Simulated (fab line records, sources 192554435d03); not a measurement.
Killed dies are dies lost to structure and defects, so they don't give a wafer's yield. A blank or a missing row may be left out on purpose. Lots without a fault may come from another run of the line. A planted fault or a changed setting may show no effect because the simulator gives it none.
Chamber matching | flow n5_finfet | N5_HKMG_FIN_ALD_91 on ald_metal-03: 4 sister chambers
The step deposits TiN, target thk 1 nm, pulse time 1 s, purge time 3 s. 8 wafers are shown with their chamber, then 7 later ones without.

WAFERS WITH THEIR CHAMBER
wafer  | chamber | heater_power_w (W) | chamber_pressure_Torr (Torr)
L077.4 | 2       | 895                | 3.000
L082.4 | 2       | 892                | 3.000
L085.6 | 3       | 975                | 3.014
L087.2 | 0       | 1085               | 3.006
L087.3 | 3       | 981                | 2.999
L087.4 | 1       | 831                | 2.995
L089.4 | 1       | 803                | 2.990
L089.5 | 0       | 1126               | 2.989

WAFERS WITHOUT THEIR CHAMBER
wafer  | heater_power_w (W) | chamber_pressure_Torr (Torr)
L089.6 | 956                | 3.000
L092.1 | 892                | 3.000
L092.2 | 1083               | 3.000
L092.3 | 794                | 3.006
L093.1 | 809                | 3.010
L093.2 | 1106               | 3.004
L093.3 | 885                | 3.004

WHICH CHAMBER EACH WENT THROUGH
wafer  | from the rows above | in truth
L089.6 | 3                   | 3
L092.1 | 2                   | 2
L092.2 | 0                   | 0
L092.3 | 1                   | 1
L093.1 | 1                   | 1
L093.2 | 0                   | 0
L093.3 | 2                   | 2
Placed correctly: 7 of 7. Can't be placed from these rows: 0. Placed wrongly: 0.
How it was worked out, from the rows above alone: a wafer's distance from a chamber is the root of the sum, over the readings, of the square of ((its reading less the chamber's mean) divided by the reading's scatter). The wafer belongs to the nearest chamber; if the next one is less than 2 further off, it can't be placed. A chamber's mean is the mean of its shown wafers. The scatter: the root of (the sum of the squares of (reading less its chamber's mean) over the shown wafers, divided by (wafers less chambers)).
